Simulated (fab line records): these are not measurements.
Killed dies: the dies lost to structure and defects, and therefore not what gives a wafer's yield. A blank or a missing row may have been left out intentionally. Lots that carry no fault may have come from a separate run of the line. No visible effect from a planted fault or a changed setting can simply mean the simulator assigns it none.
Which of the tools did it?	flow nand_harc	6 lots with 18 wafers sampled at 4 steps, on a route of 1302 steps

== WHAT THE GAUGES READ, wafer by wafer ==
NHARC_A_ONON_D2_THK_MEAS_11: measures by ellipsometry.
lot	measured	on	thk_nm (nm)
L996	day 13 19:47	film_metro-01	999 997 998
L998	day 14 17:14	film_metro-01	999 998 998
L101	day 16 00:50	film_metro-01	999 999 1001
L105	day 17 05:44	film_metro-01	1014 1015 1014
L110	day 19 00:05	film_metro-01	615 616 614
L116	day 22 11:36	film_metro-01	1015 1013 1015

== EACH LOT AND THE TOOL THAT RAN IT (in order: tool; ch and the chambers of the sampled wafers; start) ==
lot	NHARC_A_CHANNEL_FILL_D1_STRIP_28	NHARC_A_CHANNEL_FILL_D1_ETCHBACK_08	NHARC_A_ONON_D2_DEP_09
L996	rie_diel-03 ch 1,2,3, day 11 01:23	rie_diel-03 ch 1,2, day 13 18:06 or earlier	pecvd_onon-03 ch 0, day 13 19:20
L998	rie_diel-11 ch 2,3, day 12 06:13	rie_diel-04 ch 2,3, day 14 15:32 or earlier	pecvd_onon-01 ch 0, day 14 16:43
L101	rie_diel-03 ch 0,3, day 13 10:45	rie_diel-04 ch 0,1, day 15 23:09 or earlier	pecvd_onon-03 ch 0, day 16 00:20
L105	rie_diel-11 ch 1,3, day 14 17:53	rie_diel-04 ch 0,1,2, day 17 04:02 or earlier	pecvd_onon-03 ch 0, day 17 05:17
L110	rie_diel-11 ch 0,1,3, day 16 14:49	rie_diel-04 ch 2,3, day 18 22:23 or earlier	pecvd_onon-03 ch 0, day 18 23:38
L116	rie_diel-03 ch 0,1, day 19 19:22	rie_diel-11 ch 0,2,3, day 22 09:55 or earlier	pecvd_onon-03 ch 0, day 22 11:09
- NHARC_A_CHANNEL_FILL_D1_STRIP_28: strips in O2, time 20 s.
- NHARC_A_CHANNEL_FILL_D1_ETCHBACK_08: etches the open film in C4F8, target depth 220 nm, time 110 s.
- NHARC_A_ONON_D2_DEP_09: target thk 1000 nm.

== THE ANSWER, worked out from the rows above alone ==
Rule: the usual values come from the lots themselves. The widest of any qualifying gaps counts: lots, ordered by their means at a reading, are off when they make up no more than a third of the lots, leave a main group of 4 or more, and stand apart from it by 3 or more times the standard deviation of that group's means. The tables above print the reading to a certain number of digits; a main group whose means all agree to those digits is not used. A lot without any number at a reading at which 4 lots or more have one is off too. The other lots that the step has rows for count as sound.
Off, at NHARC_A_ONON_D2_THK_MEAS_11 on thk_nm: L110. Main group: mean 1005 nm, sd 7.7.
If a tool, at a process step before that reading, ran all the lots that are off and no sound lot after the first of them, it fits. Those tools and the gauges at NHARC_A_ONON_D2_THK_MEAS_11 are tried in the same way. Because NHARC_A_CHANNEL_FILL_D1_ETCHBACK_08 lacks a start for some lots, the hours and order of its lots are taken from NHARC_A_ONON_D2_THK_MEAS_02. This does not decide it: 2 tools fit, namely rie_diel-11 at NHARC_A_CHANNEL_FILL_D1_STRIP_28 and rie_diel-04 at NHARC_A_CHANNEL_FILL_D1_ETCHBACK_08.

== WHAT WAS PUT IN BY THE SIMULATOR ==
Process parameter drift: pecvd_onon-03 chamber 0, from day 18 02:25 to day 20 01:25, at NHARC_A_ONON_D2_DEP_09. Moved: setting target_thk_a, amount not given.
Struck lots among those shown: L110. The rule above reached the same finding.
